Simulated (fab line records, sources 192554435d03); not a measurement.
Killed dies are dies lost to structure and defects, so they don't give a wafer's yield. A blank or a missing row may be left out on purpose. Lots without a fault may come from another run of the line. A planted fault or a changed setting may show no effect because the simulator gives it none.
Chamber matching | flow n5_finfet | N5_GATE_CUT_ETCH_28 on rie_diel-03: 4 sister chambers
The step etches underlayer in N2/H2, target depth 13 nm, time 10.4 s. 4 wafers are shown with their chamber, then 12 later ones without.

WAFERS WITH THEIR CHAMBER
wafer  | chamber | drypump_motor_current_A (A)
L085.5 | 2       | 6.1
L087.6 | 1       | 6.1
L091.5 | 3       | 6.3
L091.6 | 0       | 4.9

WAFERS WITHOUT THEIR CHAMBER
wafer  | drypump_motor_current_A (A)
L094.3 | 6.3
L094.5 | 6.1
L094.6 | 6.0
L096.1 | 6.1
L096.2 | 6.3
L096.3 | 4.9
L096.4 | 6.0
L096.5 | 6.3
L096.6 | 4.9
L097.3 | 6.3
L097.4 | 6.3
L097.5 | 4.9

WHICH CHAMBER EACH WENT THROUGH
wafer  | from the rows above     | in truth
L094.3 | 3                       | 3
L094.5 | can't be placed: 1 or 2 | 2
L094.6 | can't be placed: 1 or 2 | 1
L096.1 | can't be placed: 1 or 2 | 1
L096.2 | 3                       | 3
L096.3 | 0                       | 0
L096.4 | can't be placed: 1 or 2 | 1
L096.5 | 3                       | 3
L096.6 | 0                       | 0
L097.3 | 3                       | 3
L097.4 | 3                       | 3
L097.5 | 0                       | 0
Placed correctly: 8 of 12. Can't be placed from these rows: 4 (the true chamber is among the candidates in 4). Placed wrongly: 0.
How it was worked out, from the rows above alone: a wafer's distance from a chamber is the root of the sum, over the readings, of the square of ((its reading less the chamber's mean) divided by the reading's scatter). The wafer belongs to the nearest chamber; if the next one is less than 2 further off, it can't be placed. A chamber's mean is the mean of its shown wafers. The scatter: with one shown wafer a chamber, the root of the mean of the squares of how far each hidden wafer lies from its nearest shown one.
